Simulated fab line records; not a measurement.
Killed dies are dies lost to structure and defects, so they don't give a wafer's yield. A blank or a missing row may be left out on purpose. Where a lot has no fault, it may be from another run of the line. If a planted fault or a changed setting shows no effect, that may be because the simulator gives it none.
fab line records	flow nand-harc
[record] lots = 24	wafers = 72	last-day = 33
route steps=1302 shown P_M1@315 P_M2@338 P_BONDPAD@368
lots that met no fault: taken from a fault-free run of the same line
start-h: the number of hours between the record's first day and the start of the first shown wafer of the lot	wait-h: time in hours since the lot's previous step	" unchanged from the row above	L1.1+2: a single row standing in for several wafers	- value missing, or start not given	* or withheld: withheld	< > ~ a bound
route shown NAME@n: NAME is a module with steps in the file, n the number in the route of the first one	usual: average and standard deviation across the fault-free wafers	same: alike in all rows	chamber/n: place in a boat	sites: the reading at each site	_std_site: standard deviation of those values	_edge_site: mean of outer sites minus mean of inner sites	radius-mm: how far each site lies from the wafer's centre	mask NAME#n: copy n	behind: the most recent tool/chamber to have shaped the wafer	hold: the reason the lot was held/the length of the hold in hours/how it ended	device: the n, p or np transistor that did not switch	end of line: the route-end tests of the same wafers	for a step that has no rows: nothing shown but its recipe	killed: dies lost to structure and defects at the first sort, not the wafer's yield	map: the dies of a wafer, with x for killed, . for not killed, _ for no die there
set.NAME: setting as actually run; set.NAME@STEP: the setting as run at that earlier step	model.NAME: the simulator's own value behind a step, which no gauge read
route steps across a sampled set of lots; one table per step, one row per wafer
services: a tool's chamber out of use, with start hour (start-h, from the record's first day; less than 0 if before it), hours out, and reason
[[steps]]
[step NHARC_P_M1_INSPECT_27]
[usual] raw-defect-count = 294/100
lot.wafer	tool	chamber	start-h	wait-h	raw-defect-count
L074.2	defect-inspect-02	-	130.89	0.0	168
L074.3	"	-	"	"	192
L074.5	"	-	"	"	235
L075.2	defect-inspect-01	-	141.92	0.0	263
L075.3	"	-	"	"	294
L075.5	"	-	"	"	296
L076.3	defect-inspect-02	-	144.54	0.0	368
L076.5	"	-	"	"	419
L076.6	"	-	"	"	387
L077.2	defect-inspect-01	-	167.32	0.0	260
L077.4	"	-	"	"	256
L077.6	"	-	"	"	325
L078.3	defect-inspect-01	-	168.51	0.0	260
L078.4	"	-	"	"	258
L078.5	"	-	"	"	260
L079.2	defect-inspect-01	-	179.35	0.0	313
L079.5	"	-	"	"	210
L079.6	"	-	"	"	383
L080.3	defect-inspect-02	-	184.74	0.0	269
L080.4	"	-	"	"	411
L080.6	"	-	"	"	506
L081.2	defect-inspect-01	-	200.82	0.0	173
L081.4	"	-	"	"	214
L081.6	"	-	"	"	196
L082.2	defect-inspect-01	-	207.67	0.0	140
L082.4	"	-	"	"	127
L082.5	"	-	"	"	124
L084.3	defect-inspect-02	-	224.57	0.0	218
L084.4	"	-	"	"	194
L084.6	"	-	"	"	259
L083.2	defect-inspect-02	-	225.39	0.0	228
L083.3	"	-	"	"	146
L083.4	"	-	"	"	180
L085.2	defect-inspect-01	-	236.62	0.0	159
L085.3	"	-	"	"	247
L085.5	"	-	"	"	256
L086.4	defect-inspect-02	-	246.63	0.0	307
L086.5	"	-	"	"	433
L086.6	"	-	"	"	360
L087.3	defect-inspect-01	-	274.90	0.0	319
L087.4	"	-	"	"	239
L087.6	"	-	"	"	313
L088.2	defect-inspect-01	-	275.37	0.0	316
L088.3	"	-	"	"	250
L088.6	"	-	"	"	280
L089.2	defect-inspect-02	-	277.03	0.0	396
L089.3	"	-	"	"	403
L089.4	"	-	"	"	253
L090.4	defect-inspect-01	-	287.54	0.0	296
L090.5	"	-	"	"	361
L090.6	"	-	"	"	277
L091.3	defect-inspect-02	-	299.99	0.0	323
L091.4	"	-	"	"	312
L091.5	"	-	"	"	338
L092.3	defect-inspect-01	-	305.04	0.0	433
L092.4	"	-	"	"	243
L092.5	"	-	"	"	589
L093.1	defect-inspect-02	-	315.80	0.0	362
L093.5	"	-	"	"	352
L093.6	"	-	"	"	189
L094.1	defect-inspect-02	-	320.76	0.0	284
L094.3	"	-	"	"	397
L094.6	"	-	"	"	559
L095.1	defect-inspect-02	-	339.36	0.0	262
L095.4	"	-	"	"	212
L095.5	"	-	"	"	241
L096.2	defect-inspect-01	-	347.07	0.0	460
L096.4	"	-	"	"	256
L096.5	"	-	"	"	551
L097.1	defect-inspect-02	-	356.24	0.0	465
L097.3	"	-	"	"	352
L097.5	"	-	"	"	287
[step NHARC_P_M2_DEGAS_29]
[recipe] temp-c = 250	time-s = 60
[usual] heater-power-w = 333/32
lot.wafer	tool	chamber	start-h	wait-h	heater-power-w
L074.3	pvd-sputter-02	-	133.58	-	285
L074.2	"	-	"	"	355
L074.5	"	-	"	"	342
L075.3	pvd-sputter-02	-	144.51	-	342
L075.2	"	-	"	"	289
L075.5	"	-	"	"	350
L076.3	pvd-sputter-01	-	147.00	-	302
L076.6	"	-	"	"	293
L076.5	"	-	"	"	377
L077.2	pvd-sputter-01	-	170.22	-	299
L077.4	"	-	"	"	375
L077.6	"	-	"	"	302
L078.3	pvd-sputter-01	-	170.97	-	367
L078.4	"	-	"	"	315
L078.5	"	-	"	"	302
L079.2	pvd-sputter-03	-	181.85	-	363
L079.5	"	-	"	"	383
L079.6	"	-	"	"	347
L080.4	pvd-sputter-02	-	187.33	-	308
L080.3	"	-	"	"	273
L080.6	"	-	"	"	339
L081.4	pvd-sputter-02	-	203.42	-	326
L081.2	"	-	"	"	351
L081.6	"	-	"	"	327
L082.2	pvd-sputter-01	-	210.30	-	311
L082.4	"	-	"	"	304
L082.5	"	-	"	"	372
L084.4	pvd-sputter-03	-	227.18	-	386
L084.3	"	-	"	"	354
L084.6	"	-	"	"	344
L083.2	pvd-sputter-03	-	228.03	-	390
L083.3	"	-	"	"	347
L083.4	"	-	"	"	363
L085.2	pvd-sputter-03	-	239.23	-	346
L085.3	"	-	"	"	319
L085.5	"	-	"	"	390
L086.4	pvd-sputter-03	-	249.74	-	353
L086.5	"	-	"	"	341
L086.6	"	-	"	"	313
L087.3	pvd-sputter-02	-	277.40	-	282
L087.4	"	-	"	"	335
L087.6	"	-	"	"	323
L088.3	pvd-sputter-01	-	277.99	-	384
L088.2	"	-	"	"	320
L088.6	"	-	"	"	380
L089.2	pvd-sputter-03	-	279.64	-	355
L089.4	"	-	"	"	393
L089.3	"	-	"	"	331
L090.4	pvd-sputter-01	-	290.17	-	309
L090.5	"	-	"	"	308
L090.6	"	-	"	"	295
L091.4	pvd-sputter-03	-	302.46	-	337
L091.3	"	-	"	"	360
L091.5	"	-	"	"	321
L092.3	pvd-sputter-03	-	307.64	-	387
L092.4	"	-	"	"	321
L092.5	"	-	"	"	337
L093.1	pvd-sputter-02	-	318.36	-	322
L093.6	"	-	"	"	322
L093.5	"	-	"	"	259
L094.1	pvd-sputter-03	-	323.37	-	311
L094.3	"	-	"	"	358
L094.6	"	-	"	"	311
L095.1	pvd-sputter-01	-	342.19	-	320
L095.4	"	-	"	"	383
L095.5	"	-	"	"	319
L096.2	pvd-sputter-02	-	349.70	-	261
L096.4	"	-	"	"	324
L096.5	"	-	"	"	321
L097.1	pvd-sputter-01	-	358.86	-	388
L097.3	"	-	"	"	307
L097.5	"	-	"	"	307
[step NHARC_P_BONDPAD_ETCH_37]
[recipe] target-depth-a = 600	overetch-a = 180	time-s = 65.91	ion-energy-ev = 200	n2-flow-sccm = 150	h2-flow-sccm = 150	ar-flow-sccm = 0	rf-w = 400	bias-w = 150	chemistry = N2/H2
[usual] drypump-motor-current-A = 5.7/0.45	h2-flow-sccm = 150.1/0.47	oes-product-au = 0.998/0.013	rf-vpp-V = 433.0/1.5	showerhead-plenum-p-Torr = 2.13/0.048	throttle-valve-pct = 14.173/0.0089
lot.wafer	tool	chamber	start-h	wait-h	drypump-motor-current-A	h2-flow-sccm	oes-product-au	rf-hours-counter-h	rf-vpp-V	showerhead-plenum-p-Torr	throttle-valve-pct
L074.3	rie-diel-01	1	137.24	0.1	6.2	150.2	0.994	2	430.3	1.96	14.174
L074.2	"	2	"	"	4.9	150.2	1.016	2	430.3	2.02	14.186
L074.5	"	1	"	"	6.2	149.6	1.003	-	429.2	1.96	14.185
L075.2	rie-diel-04	1	148.15	0.1	5.4	150.8	1.007	8	433.8	2.16	14.189
L075.3	"	2	"	"	5.2	150.0	1.018	9	434.9	2.20	14.156
L075.5	"	1	"	"	5.3	150.8	1.002	-	431.8	2.16	14.174
L076.3	rie-diel-04	0	150.69	0.1	6.3	149.7	1.010	8	435.8	2.16	14.174
L076.6	"	2	"	"	5.2	149.9	1.017	-	433.6	2.20	14.181
L076.5	"	3	"	"	6.2	149.4	1.014	-	432.1	2.13	14.168
L077.2	rie-diel-04	0	173.99	0.1	6.3	150.5	1.018	9	432.0	2.16	14.176
L077.4	"	2	"	"	5.2	150.1	1.021	10	435.3	2.20	14.173
L077.6	"	0	"	"	6.3	151.1	1.010	-	434.0	2.16	14.188
L078.4	rie-diel-04	1	174.72	0.1	5.4	150.9	1.006	9	432.3	2.16	14.177
L078.3	"	0	"	"	6.3	150.2	1.014	9	433.9	2.16	14.172
L078.5	"	2	"	"	5.2	149.8	1.020	-	435.4	2.20	14.167
L079.2	rie-diel-05	3	185.46	0.1	5.9	149.9	0.993	3	433.8	2.14	14.174
L079.5	"	2	"	"	5.0	149.8	0.976	-	432.1	2.14	14.173
L079.6	"	3	"	"	5.9	149.8	0.983	-	433.8	2.14	14.165
L080.3	rie-diel-05	0	190.95	0.1	6.1	150.2	0.984	3	433.3	2.14	14.170
L080.4	"	3	"	"	6.0	149.3	0.989	3	433.0	2.14	14.183
L080.6	"	1	"	"	5.7	150.7	1.004	-	431.9	2.07	14.164
L081.4	rie-diel-04	0	206.96	0.1	6.3	150.0	1.015	1	434.3	2.16	14.168
L081.2	"	1	"	"	5.4	150.4	0.982	2	433.9	2.16	14.155
L081.6	"	2	"	"	5.2	149.8	1.013	-	434.7	2.20	14.159
L082.2	rie-diel-05	0	214.00	0.1	6.1	149.4	0.981	4	432.6	2.14	14.175
L082.4	"	1	"	"	5.7	150.2	0.995	4	431.5	2.07	14.183
L082.5	"	1	"	"	5.7	149.6	0.988	-	430.0	2.07	14.161
L084.4	rie-diel-04	0	230.81	0.1	6.3	149.8	1.003	2	433.4	2.16	14.171
L084.3	"	2	"	"	5.2	149.7	1.008	2	435.1	2.20	14.152
L084.6	"	0	"	"	6.3	150.5	1.005	-	434.7	2.16	14.171
L083.2	rie-diel-04	2	231.72	0.1	5.2	150.5	1.002	2	434.4	2.20	14.162
L083.4	"	3	"	"	6.1	150.9	0.994	2	432.9	2.13	14.167
L083.3	"	0	"	"	6.3	150.2	1.010	2	434.3	2.16	14.174
L085.2	rie-diel-01	3	242.86	0.1	5.8	149.3	0.990	2	430.5	2.06	14.178
L085.3	"	1	"	"	6.1	149.8	1.003	1	429.9	1.96	14.157
L085.5	"	3	"	"	5.8	149.4	0.986	-	430.9	2.06	14.173
L086.4	rie-diel-05	1	253.25	0.1	5.7	150.4	0.986	0	433.4	2.07	14.177
L086.6	"	0	"	"	6.1	149.5	0.991	-	433.4	2.14	14.172
L086.5	"	1	"	"	5.7	151.1	0.985	-	433.7	2.07	14.162
L087.3	rie-diel-04	3	280.97	0.1	6.1	150.0	1.004	5	431.1	2.13	14.186
L087.4	"	0	"	"	6.3	149.7	1.020	5	433.9	2.15	14.168
L087.6	"	1	"	"	5.3	151.6	0.999	-	433.5	2.16	14.185
L088.2	rie-diel-04	0	281.67	0.1	6.3	149.3	1.008	5	432.2	2.15	14.169
L088.3	"	2	"	"	5.2	150.3	1.015	5	435.6	2.20	14.176
L088.6	"	1	"	"	5.4	150.4	1.008	-	434.6	2.16	14.173
L089.2	rie-diel-05	2	283.27	0.1	5.1	150.0	0.994	1	432.1	2.14	14.170
L089.3	"	3	"	"	5.9	151.1	0.991	1	434.4	2.14	14.165
L089.4	"	0	"	"	6.1	150.6	0.981	1	433.0	2.14	14.174
L090.4	rie-diel-05	1	293.81	0.1	5.7	151.0	0.990	2	431.0	2.07	14.183
L090.6	"	3	"	"	5.9	149.2	0.992	-	432.0	2.14	14.170
L090.5	"	0	"	"	6.1	150.7	0.981	-	431.3	2.14	14.154
L091.3	rie-diel-05	0	306.12	0.1	6.1	150.2	0.980	2	433.6	2.14	14.175
L091.4	"	2	"	"	5.0	149.5	0.985	2	433.5	2.14	14.175
L091.5	"	0	"	"	6.1	149.8	0.987	-	434.0	2.14	14.163
L092.3	rie-diel-05	1	311.15	0.1	5.7	150.0	0.984	2	429.7	2.07	14.189
L092.4	"	2	"	"	5.0	150.2	0.979	2	433.0	2.14	14.191
L092.5	"	0	"	"	6.1	150.1	0.983	-	433.7	2.14	14.175
L093.1	rie-diel-04	1	321.96	0.1	5.4	149.6	1.002	8	433.7	2.16	14.181
L093.5	"	0	"	"	6.3	149.9	1.015	-	433.1	2.15	14.177
L093.6	"	1	"	"	5.3	151.0	1.005	-	432.5	2.16	14.180
L094.3	rie-diel-04	3	327.08	0.1	6.1	149.6	0.997	8	432.7	2.13	14.168
L094.1	"	0	"	"	6.3	150.0	1.001	8	432.9	2.15	14.166
L094.6	"	2	"	"	5.2	150.5	1.019	-	435.8	2.20	14.176
L095.4	rie-diel-04	1	345.69	0.1	5.3	150.3	1.000	9	434.1	2.16	14.169
L095.1	"	2	"	"	5.2	150.1	1.013	9	433.7	2.20	14.183
L095.5	"	1	"	"	5.4	149.9	1.002	-	433.0	2.16	14.179
L096.2	rie-diel-05	2	353.53	0.1	5.0	149.8	0.987	2	434.6	2.14	14.174
L096.4	"	3	"	"	5.9	150.5	0.984	2	433.3	2.14	14.163
L096.5	"	1	"	"	5.7	150.1	0.995	-	430.8	2.07	14.163
L097.3	rie-diel-05	1	362.48	0.1	5.7	149.8	0.991	3	430.7	2.07	14.167
L097.1	"	2	"	"	5.1	149.6	0.984	3	434.2	2.14	14.172
L097.5	"	2	"	"	5.1	149.1	0.983	-	434.2	2.14	14.188
[step NHARC_P_BONDPAD_STRIP_15]
[recipe] o2-flow-sccm = 500	ar-flow-sccm = 0	bias-w = 0	chemistry = O2
[usual] drypump-motor-current-A = 5.8/0.51	oes-product-au = 0.997/0.01	rf-vpp-V = 57.8/0.94	showerhead-plenum-p-Torr = 3.60/0.1	throttle-valve-pct = 17.036/0.0088
lot.wafer	tool	chamber	start-h	wait-h	drypump-motor-current-A	oes-product-au	rf-hours-counter-h	rf-vpp-V	showerhead-plenum-p-Torr	throttle-valve-pct
L074.2	rie-diel-04	2	137.56	0.1	5.2	1.020	8	59.6	3.78	17.031
L074.3	"	3	"	"	6.1	0.999	8	56.4	3.67	17.041
L074.5	"	3	"	"	6.2	1.014	-	56.8	3.67	17.027
L075.2	rie-diel-05	2	148.45	0.1	5.1	0.985	2	59.2	3.69	17.032
L075.3	"	3	"	"	5.9	0.993	2	57.6	3.68	17.027
L075.5	"	2	"	"	5.1	0.979	-	58.3	3.69	17.047
L076.3	rie-diel-01	1	151.02	0.1	6.2	1.002	3	56.4	3.41	17.020
L076.5	"	3	"	"	5.8	0.989	-	56.8	3.56	17.029
L076.6	"	0	"	"	6.4	0.987	-	56.9	3.60	17.032
L077.2	rie-diel-01	3	174.30	0.1	5.8	0.993	4	57.1	3.56	17.027
L077.4	"	0	"	"	6.4	0.998	4	58.1	3.60	17.046
L077.6	"	3	"	"	5.8	1.005	-	58.7	3.56	17.033
L078.3	rie-diel-01	3	175.02	0.1	5.8	0.991	4	57.5	3.56	17.038
L078.4	"	2	"	"	4.9	1.003	4	57.1	3.50	17.042
L078.5	"	3	"	"	5.8	0.991	-	56.6	3.56	17.047
L079.2	rie-diel-01	1	185.76	0.1	6.2	1.003	5	57.0	3.41	17.030
L079.6	"	1	"	"	6.2	1.015	-	56.9	3.41	17.027
L079.5	"	2	"	"	4.9	1.013	-	57.2	3.50	17.046
L080.4	rie-diel-01	3	191.33	0.1	5.8	0.992	-	56.9	3.56	17.043
L080.3	"	0	"	"	6.4	1.000	-	57.1	3.60	17.046
L080.6	"	3	"	"	5.8	0.995	-	56.3	3.56	17.034
L081.2	rie-diel-04	3	207.25	0.1	6.2	1.000	1	56.8	3.67	17.036
L081.4	"	2	"	"	5.2	1.010	1	57.9	3.78	17.033
L081.6	"	0	"	"	6.3	1.021	-	58.2	3.71	17.046
L082.2	rie-diel-05	0	214.31	0.1	6.1	0.975	4	58.9	3.68	17.035
L082.4	"	1	"	"	5.7	0.999	4	57.9	3.58	17.042
L082.5	"	0	"	"	6.1	0.989	-	58.5	3.68	17.040
L084.3	rie-diel-01	2	231.13	0.1	4.9	1.017	1	58.2	3.50	17.040
L084.4	"	0	"	"	6.4	0.993	1	57.3	3.60	17.036
L084.6	"	2	"	"	4.9	1.009	-	58.5	3.50	17.029
L083.4	rie-diel-01	1	232.04	0.1	6.2	1.000	1	56.8	3.40	17.037
L083.3	"	2	"	"	4.9	1.006	1	57.5	3.50	17.032
L083.2	"	3	"	"	5.8	0.992	1	57.4	3.56	17.043
L085.3	rie-diel-05	3	243.17	0.1	5.9	1.000	0	59.0	3.68	17.026
L085.2	"	0	"	"	6.1	0.996	0	57.1	3.68	17.048
L085.5	"	2	"	"	5.1	0.982	-	57.7	3.69	17.046
L086.4	rie-diel-01	2	253.57	0.1	4.9	1.006	2	58.0	3.50	17.042
L086.5	"	0	"	"	6.4	0.990	-	57.6	3.60	17.019
L086.6	"	1	"	"	6.2	0.994	-	58.7	3.40	17.047
L087.4	rie-diel-05	0	281.30	0.1	6.1	0.998	1	58.0	3.68	17.032
L087.3	"	1	"	"	5.8	0.989	1	56.7	3.58	17.053
L087.6	"	2	"	"	5.1	0.988	-	57.9	3.68	17.040
L088.3	rie-diel-05	3	281.97	0.1	5.9	0.987	1	58.4	3.68	17.027
L088.2	"	0	"	"	6.1	0.997	1	58.4	3.68	17.047
L088.6	"	0	"	"	6.1	0.986	-	57.8	3.68	17.035
L089.3	rie-diel-05	2	283.57	0.1	5.1	0.976	1	57.0	3.68	17.046
L089.4	"	3	"	"	5.9	1.006	1	59.3	3.68	17.045
L089.2	"	0	"	"	6.1	0.990	1	57.5	3.68	17.024
L090.4	rie-diel-05	1	294.16	0.1	5.7	0.979	2	61.2	3.58	17.040
L090.6	"	2	"	"	5.1	0.990	-	58.6	3.68	17.025
L090.5	"	3	"	"	5.9	0.991	-	58.1	3.68	17.049
L091.4	rie-diel-04	1	306.45	0.1	5.4	0.994	7	59.7	3.72	17.027
L091.3	"	0	"	"	6.3	1.009	7	59.2	3.71	17.036
L091.5	"	1	"	"	5.4	0.997	-	58.7	3.72	17.017
L092.4	rie-diel-01	2	311.46	0.1	4.9	1.007	7	57.2	3.50	17.044
L092.3	"	3	"	"	5.8	0.991	7	58.0	3.55	17.025
L092.5	"	2	"	"	4.9	1.009	-	59.4	3.50	17.041
L093.1	rie-diel-01	1	322.29	0.1	6.2	1.007	8	55.5	3.40	17.021
L093.6	"	3	"	"	5.8	0.997	-	57.5	3.55	17.021
L093.5	"	0	"	"	6.4	0.993	-	58.1	3.60	17.029
L094.1	rie-diel-01	2	327.39	0.1	4.9	1.001	7	56.4	3.50	17.031
L094.3	"	3	"	"	5.8	0.981	7	57.0	3.55	17.033
L094.6	"	1	"	"	6.2	1.011	-	57.1	3.40	17.049
L095.1	rie-diel-04	2	345.98	0.1	5.2	1.009	9	57.6	3.77	17.037
L095.4	"	3	"	"	6.1	0.994	9	56.9	3.67	17.029
L095.5	"	3	"	"	6.1	0.989	-	57.9	3.67	17.038
L096.4	rie-diel-01	1	353.84	0.1	6.2	1.003	9	56.1	3.40	17.030
L096.2	"	2	"	"	4.9	1.004	8	58.8	3.50	17.050
L096.5	"	1	"	"	6.2	1.008	-	57.7	3.40	17.046
L097.3	rie-diel-01	0	362.80	0.1	6.4	0.993	10	58.4	3.59	17.048
L097.1	"	2	"	"	4.9	0.995	10	57.7	3.49	17.039
L097.5	"	0	"	"	6.4	0.989	-	58.6	3.59	17.046
[step NHARC_P_BONDPAD_DEGAS_25]
[recipe] temp-c = 300	time-s = 60
[usual] heater-power-w = 462/45
lot.wafer	tool	chamber	start-h	wait-h	heater-power-w
L074.3	pvd-sputter-02	-	138.12	-	446
L074.2	"	-	"	"	401
L074.5	"	-	"	"	437
L075.2	pvd-sputter-03	-	149.00	-	585
L075.3	"	-	"	"	446
L075.5	"	-	"	"	589
L076.3	pvd-sputter-01	-	151.56	-	440
L076.6	"	-	"	"	424
L076.5	"	-	"	"	417
L077.4	pvd-sputter-02	-	174.85	-	430
L077.2	"	-	"	"	461
L077.6	"	-	"	"	435
L078.3	pvd-sputter-02	-	175.57	-	449
L078.4	"	-	"	"	440
L078.5	"	-	"	"	440
L079.2	pvd-sputter-03	-	186.32	-	489
L079.5	"	-	"	"	471
L079.6	"	-	"	"	438
L080.3	pvd-sputter-01	-	191.96	-	531
L080.4	"	-	"	"	438
L080.6	"	-	"	"	413
L081.2	pvd-sputter-02	-	207.84	-	482
L081.4	"	-	"	"	458
L081.6	"	-	"	"	429
L082.2	pvd-sputter-03	-	214.91	-	541
L082.4	"	-	"	"	477
L082.5	"	-	"	"	470
L084.3	pvd-sputter-03	-	231.67	-	468
L084.4	"	-	"	"	500
L084.6	"	-	"	"	542
L083.3	pvd-sputter-02	-	232.57	-	433
L083.2	"	-	"	"	458
L083.4	"	-	"	"	491
L085.2	pvd-sputter-03	-	243.71	-	536
L085.3	"	-	"	"	504
L085.5	"	-	"	"	486
L086.4	pvd-sputter-02	-	254.09	-	494
L086.6	"	-	"	"	479
L086.5	"	-	"	"	449
L087.3	pvd-sputter-02	-	281.82	-	448
L087.4	"	-	"	"	469
L087.6	"	-	"	"	481
L088.3	pvd-sputter-01	-	282.52	-	427
L088.2	"	-	"	"	423
L088.6	"	-	"	"	426
L089.3	pvd-sputter-03	-	284.13	-	478
L089.4	"	-	"	"	436
L089.2	"	-	"	"	495
L090.4	pvd-sputter-03	-	294.68	-	446
L090.5	"	-	"	"	540
L090.6	"	-	"	"	471
L091.3	pvd-sputter-02	-	307.00	-	443
L091.4	"	-	"	"	371
L091.5	"	-	"	"	450
L092.4	pvd-sputter-02	-	312.03	-	455
L092.3	"	-	"	"	447
L092.5	"	-	"	"	445
L093.1	pvd-sputter-01	-	322.81	-	442
L093.6	"	-	"	"	414
L093.5	"	-	"	"	439
L094.3	pvd-sputter-03	-	327.94	-	467
L094.1	"	-	"	"	483
L094.6	"	-	"	"	478
L095.1	pvd-sputter-02	-	346.54	-	462
L095.4	"	-	"	"	442
L095.5	"	-	"	"	374
L096.4	pvd-sputter-02	-	354.41	-	468
L096.2	"	-	"	"	454
L096.5	"	-	"	"	450
L097.1	pvd-sputter-03	-	363.35	-	542
L097.3	"	-	"	"	443
L097.5	"	-	"	"	487
[step NHARC_P_BONDPAD_PVD_27]
[recipe] target-thk-a = 300	chamber-pressure-pa = 5	power-w = 5000	substrate-temp-c = 30	time-s = 20.49	material = Cu
[usual] throttle-valve-pct = 29.5/1
lot.wafer	tool	chamber	start-h	wait-h	throttle-valve-pct
L074.2	pvd-sputter-02	-	-	-	28.8
L074.3	"	-	"	"	29.4
L074.5	"	-	"	"	30.0
L075.3	pvd-sputter-03	-	-	-	28.5
L075.2	"	-	"	"	31.6
L075.5	"	-	"	"	28.5
L076.3	pvd-sputter-01	-	-	-	30.6
L076.6	"	-	"	"	30.8
L076.5	"	-	"	"	29.7
L077.4	pvd-sputter-02	-	-	-	29.0
L077.2	"	-	"	"	30.0
L077.6	"	-	"	"	29.7
L078.3	pvd-sputter-02	-	-	-	30.2
L078.4	"	-	"	"	28.9
L078.5	"	-	"	"	30.3
L079.2	pvd-sputter-03	-	-	-	31.2
L079.6	"	-	"	"	31.2
L079.5	"	-	"	"	28.1
L080.3	pvd-sputter-01	-	-	-	30.8
L080.4	"	-	"	"	30.0
L080.6	"	-	"	"	28.2
L081.4	pvd-sputter-02	-	-	-	29.2
L081.2	"	-	"	"	30.2
L081.6	"	-	"	"	29.5
L082.4	pvd-sputter-03	-	-	-	31.1
L082.2	"	-	"	"	28.5
L082.5	"	-	"	"	28.0
L084.3	pvd-sputter-03	-	-	-	31.0
L084.4	"	-	"	"	28.2
L084.6	"	-	"	"	29.9
L083.3	pvd-sputter-02	-	-	-	29.6
L083.4	"	-	"	"	29.0
L083.2	"	-	"	"	30.1
L085.3	pvd-sputter-03	-	-	-	28.0
L085.2	"	-	"	"	27.9
L085.5	"	-	"	"	28.0
L086.4	pvd-sputter-02	-	-	-	28.8
L086.6	"	-	"	"	30.1
L086.5	"	-	"	"	29.8
L087.4	pvd-sputter-03	-	282.08	-	31.1
L087.3	"	-	"	"	30.2
L087.6	"	-	"	"	28.0
L088.2	pvd-sputter-01	-	-	-	29.6
L088.3	"	-	"	"	28.1
L088.6	"	-	"	"	30.6
L089.3	pvd-sputter-03	-	-	-	30.1
L089.2	"	-	"	"	28.1
L089.4	"	-	"	"	27.8
L090.4	pvd-sputter-03	-	-	-	28.0
L090.6	"	-	"	"	28.1
L090.5	"	-	"	"	30.0
L091.4	pvd-sputter-02	-	-	-	29.8
L091.3	"	-	"	"	28.9
L091.5	"	-	"	"	30.5
L092.4	pvd-sputter-02	-	-	-	29.5
L092.3	"	-	"	"	29.2
L092.5	"	-	"	"	29.3
L093.1	pvd-sputter-01	-	-	-	30.9
L093.6	"	-	"	"	30.9
L093.5	"	-	"	"	29.1
L094.1	pvd-sputter-03	-	-	-	31.0
L094.3	"	-	"	"	27.7
L094.6	"	-	"	"	28.1
L095.4	pvd-sputter-02	-	-	-	29.7
L095.1	"	-	"	"	30.2
L095.5	"	-	"	"	29.2
L096.2	pvd-sputter-02	-	-	-	29.3
L096.4	"	-	"	"	30.7
L096.5	"	-	"	"	29.4
L097.3	pvd-sputter-03	-	-	-	29.4
L097.1	"	-	"	"	28.5
L097.5	"	-	"	"	30.6
[[services]]
tool	chamber	start-h	hours	kind
rie-diel-04	1	117.50	6.4	repair
pvd-sputter-03	-	170.00	10.0	pm
rie-diel-04	-	177.90	9.0	pm
rie-diel-01	1	188.75	5.8	repair
rie-diel-01	2	190.47	18.8	repair
rie-diel-05	0	191.39	7.6	repair
rie-diel-01	-	203.99	9.0	pm
rie-diel-05	2	216.10	4.1	repair
pvd-sputter-02	-	221.84	8.3	repair
pvd-sputter-01	-	225.24	3.9	repair
pvd-sputter-01	-	229.17	10.0	pm
rie-diel-05	-	229.60	9.0	pm
rie-diel-04	0	236.68	3.6	repair
rie-diel-04	2	243.87	2.0	repair
rie-diel-04	-	245.64	0.2	repair
pvd-sputter-01	-	253.70	4.3	repair
rie-diel-04	1	269.01	5.5	repair
rie-diel-05	3	269.60	3.9	repair
pvd-sputter-02	-	282.01	10.0	pm
rie-diel-01	1	288.30	1.6	repair
rie-diel-01	-	339.86	0.5	repair
rie-diel-01	-	342.83	2.2	repair
pvd-sputter-03	-	348.00	10.0	pm
rie-diel-04	-	354.90	9.0	pm
[[key]]
fault none
